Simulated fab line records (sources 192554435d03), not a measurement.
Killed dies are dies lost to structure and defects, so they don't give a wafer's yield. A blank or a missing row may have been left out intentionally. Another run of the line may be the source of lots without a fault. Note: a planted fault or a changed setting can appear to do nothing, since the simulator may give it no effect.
A struck lot beside a sound one -- flow n5Finfet -- 16 steps out of a route of 1938
Sound: these wafers, L891.2, L891.3, L891.6. Struck: wafer L887.6 (left out: L887.2, L887.4 of the same lot, which were not struck); the cause appears at the end.
At each step with rows: each side's tool, then ch and its chambers, then its first start. Under that, the readings that differ: sound wafers -- struck wafers -- difference of the means -- sigmas: that difference in standard deviations of wafers without a fault.
alike: words and numbers the same on both sides, and readings whose means are apart by under 2 such deviations; not compared: readings that were withheld, readings missing a value for some wafer, numbers with overlapping values and no deviation given by the record, and bounds like >300 which may hide the same value.
Wherever a step has rows on one side only, a row that says differs or no value, or a row with sigmas, the two part there. When numbers do not overlap yet have no deviation, they are printed without sigmas and do not part them. A reading that every wafer of one side lacks parts them only if that side has two wafers or more.

N5_BEOL_M3_SPUTTER_90: material Cu, target thk 4.5 nm, time 8.29 s.
  struck on pvdSputter-01, day 8 09:22; sound on pvdSputter-02, day 10 02:24
  alike: chamberPressurePa, throttleValvePct
then, 1 step without rows for these wafers: N5_BEOL_M3_ANNEAL_91 (time 240 s).
N5_BEOL_M3_SPUTTER_92: material Cu, target thk 4.5 nm, time 8.29 s.
  struck on pvdSputter-01, day 8 09:37; sound on pvdSputter-02, day 10 02:37
  alike: chamberPressurePa, throttleValvePct
then, 3 steps without rows for these wafers: N5_BEOL_M3_ANNEAL_93 (time 240 s); N5_BEOL_M3_SPUTTER_94 (material Cu, target thk 4.5 nm, time 8.29 s); N5_BEOL_M3_ANNEAL_95 (time 240 s).
N5_BEOL_M3_SPUTTER_96: material Cu, target thk 4.5 nm, time 8.29 s.
  struck on pvdSputter-01, day 8 10:06; sound on pvdSputter-02, day 10 03:04
  alike: chamberPressurePa, throttleValvePct
then, 2 steps without rows for these wafers: N5_BEOL_M3_ECD_50 (material Cu, target thk 300 nm); N5_BEOL_M3_ANNEAL_51 (time 90 s).
N5_BEOL_M3_CMP_52: polishes, stops on SiOC, t overpolish 6.8 s, target thk 40 nm.
  sound on cmp-01 ch 0,1,3, day 10 03:46; struck on cmp-01 ch 3, day 8 10:40
  alike: barrierFieldEndpointS, motorCurrentA, overpolishRunS, retainingRingPressureFrac, timeToEndpointS
N5_BEOL_M3_THK_MEAS_53: measures by xrf.
  struck on filmMetro-02, day 8 10:55; sound on filmMetro-01, day 10 03:59
  alike: M3_THK
N5_BEOL_M3_PRE_CLEAN_60: time 15 s.
  sound on cvdCo-01 ch 0,1,2, day 10 04:02; struck on cvdCo-02 ch 1, day 8 10:57
  alike: heaterPowerW
N5_BEOL_M3_CO_CAP_55: material Co, precursor CCTBA/H2, target thk 2 nm, time 102.1 s.
  sound on cvdCo-01 ch 0,1,2, day 10 04:04; struck on cvdCo-02 ch 1, day 8 10:59
reading,sound,struck,difference,sigmas
runLengthS (s),125.5 125.2 125.3,179.8,+54.5,+84
model.Co_of_BEOL_M3_CO_CAP_55.thkNm (nm),2.2 2 2.2,3.2,+1.1,
  alike: heaterPowerW
then, 1 step without rows for these wafers: N5_BEOL_M3_PRE_CLEAN_56 (time 15 s).
N5_BEOL_M4_RC_MEAS_101:
  sound on prober-01 ch 0, day 10 21:20; struck on prober-02 ch 0, day 8 20:44
  alike: DIBL_N, DIBL_P, IOFF_N, IOFF_P, ION_N, ION_P, SS_N, SS_P, VT_N, VT_P
next, for these wafers, 1 step has no rows: N5_PASSIVATION_PROBE_49.

WHERE THEY PART
At N5_BEOL_M3_CO_CAP_55 and nowhere else, as far as this record goes. Later steps at which nothing parts them and some readings are alike: N5_BEOL_M4_RC_MEAS_101.

WHY: the cause the simulator had injected
cvdCo-02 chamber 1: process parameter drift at N5_BEOL_M3_CO_CAP_55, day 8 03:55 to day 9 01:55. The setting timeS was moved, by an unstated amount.
